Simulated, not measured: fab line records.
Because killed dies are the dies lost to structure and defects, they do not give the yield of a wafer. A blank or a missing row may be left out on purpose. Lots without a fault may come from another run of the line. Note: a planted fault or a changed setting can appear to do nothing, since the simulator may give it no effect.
What tool caused it?	flow nand-harc	Sampling: 12 lots, 36 wafers, 2 of 1302 route steps

== WHAT EACH GAUGE READ, for each wafer ==
NHARC_A_CONTACT_INSPECT_71.
lot	measured	on	raw-defect-count
L076	day 22 07:55	defect-inspect-02	47 60 64
L077	day 23 08:25	defect-inspect-02	119 104 89
L078	day 23 17:13	defect-inspect-01	102 117 102
L081	day 24 20:20	defect-inspect-01	122 109 122
L084	day 25 21:24	defect-inspect-02	38 42 36
L085	day 26 03:26	defect-inspect-01	64 78 78
L087	day 27 06:57	defect-inspect-01	98 99 72
L089	day 28 01:02	defect-inspect-02	96 103 94
L091	day 28 14:58	defect-inspect-02	107 91 110
L093	day 29 14:33	defect-inspect-01	118 113 142
L095	day 30 20:14	defect-inspect-01	36 43 39
L097	day 31 17:44	defect-inspect-02	59 61 54

== TOOL THAT RAN EACH LOT (tool first, then ch and the chambers of the sampled wafers, then the start) ==
lot	NHARC_A_CONTACT_STRIP_55
L076	rie-diel-06 ch 0,1,3, day 22 07:55 or earlier
L077	rie-diel-06 ch 0,2,3, day 23 08:25 or earlier
L078	rie-diel-01 ch 0,1,2, day 23 17:13 or earlier
L081	rie-diel-13 ch 0,3, day 24 20:20 or earlier
L084	rie-diel-01 ch 0,2,3, day 25 21:24 or earlier
L085	rie-diel-06 ch 2,3, day 26 03:26 or earlier
L087	rie-diel-06 ch 0,3, day 27 06:57 or earlier
L089	rie-diel-13 ch 0,2,3, day 28 01:02 or earlier
L091	rie-diel-13 ch 0,1,3, day 28 14:58 or earlier
L093	rie-diel-13 ch 0,1,2, day 29 14:33 or earlier
L095	rie-diel-13 ch 0,2,3, day 30 20:14 or earlier
L097	rie-diel-13 ch 0,1,3, day 31 17:44 or earlier
- NHARC_A_CONTACT_STRIP_55: strips in O2.

== THE ANSWER, worked out from the rows above alone ==
Rule: usual is defined by the lots themselves. The widest of any qualifying gaps counts: lots, ordered by their means at a reading, are off when they make up no more than a third of the lots, leave a main group of 4 or more, and stand apart from it by 3 or more times the standard deviation of that group's means. A main group is skipped when, at the precision printed for the reading in the tables above, its means are all equal. Also off: a lot with no number at a reading for which 4 or more lots have one. All remaining lots with rows at the step are treated as sound.
None of the lots is off at any reading shown; this tells nothing.

== WHAT HAD BEEN PUT IN BY THE SIMULATOR ==
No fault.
